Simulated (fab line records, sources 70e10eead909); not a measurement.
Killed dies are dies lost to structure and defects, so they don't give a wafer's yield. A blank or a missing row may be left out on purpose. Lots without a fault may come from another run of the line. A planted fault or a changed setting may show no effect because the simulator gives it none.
Which tool did it? | flow nand_harc | 6 lots, 18 wafers sampled, at 5 steps of a route of 1302

WHAT THE GAUGES READ, wafer by wafer
NHARC_END_SORT_01.
lot | measured | on | killed_at_array

WHICH TOOL RAN EACH LOT (tool, then ch and the chambers of the sampled wafers, then the start)
lot  | NHARC_A_CHANNEL_FILL_D2_STRIP_29              | NHARC_A_CHANNEL_FILL_D2_CMP_10 | NHARC_A_CHANNEL_FILL_D2_RTA_24   | NHARC_A_STAIRCASE_DEP_156
L404 | rie_diel-06 ch 0,1, day 16 04:53 or earlier   | cmp-03 ch 0,1,2, day 16 04:53  | rtp_anneal-02 ch 0, day 16 05:17 | pecvd-04 ch 0,2, day 16 05:33
L412 | rie_diel-08 ch 1,3, day 19 15:49 or earlier   | cmp-01 ch 0,1, day 19 15:49    | rtp_anneal-02 ch 0, day 19 16:16 | pecvd-04 ch 0,1,2, day 19 16:53
L418 | rie_diel-02 ch 0,1,3, day 22 10:47 or earlier | cmp-04 ch 0,2,3, day 22 10:47  | rtp_anneal-01 ch 0, day 22 11:19 | pecvd-04 ch 0,1, day 22 11:37
L421 | rie_diel-08 ch 0,1,3, day 23 06:43 or earlier | cmp-01 ch 1,2,3, day 23 06:43  | rtp_anneal-01 ch 0, day 23 07:06 | pecvd-01 ch 0,1,2, day 23 07:24
L424 | rie_diel-06 ch 0,2,3, day 24 08:25 or earlier | cmp-01 ch 0,1,2, day 24 08:25  | rtp_anneal-02 ch 0, day 24 08:58 | pecvd-03 ch 0,1, day 24 09:26
L425 | rie_diel-08 ch 0,1,3, day 24 21:04 or earlier | cmp-04 ch 0,1,3, day 24 21:04  | rtp_anneal-01 ch 0, day 24 21:29 | pecvd-01 ch 1,2, day 24 21:48
- NHARC_A_CHANNEL_FILL_D2_STRIP_29: strips in O2, time 20 s.
- NHARC_A_CHANNEL_FILL_D2_CMP_10: polishes, target thk 150 nm.
- NHARC_A_CHANNEL_FILL_D2_RTA_24: time 5 s.
- NHARC_A_STAIRCASE_DEP_156: deposits SiNx, target thk 50 nm.

THE ANSWER, worked out from the rows above alone
Rule: what is usual is taken from the lots themselves. Put in order of their means at a reading, lots are off if they are a third of the lots or fewer, leave a main group of 4 or more, and stand apart from it by a gap of 3 or more times the standard deviation of the main group's means; of several such gaps the widest counts. A main group whose means are all the same, to the digits that the tables above print for the reading, isn't used. A lot without any number at a reading at which 4 lots or more have one is off too. The other lots that the step has rows for count as sound.
No lot is off at any reading shown: from this, nothing can be told.

WHAT THE SIMULATOR HAD PUT IN
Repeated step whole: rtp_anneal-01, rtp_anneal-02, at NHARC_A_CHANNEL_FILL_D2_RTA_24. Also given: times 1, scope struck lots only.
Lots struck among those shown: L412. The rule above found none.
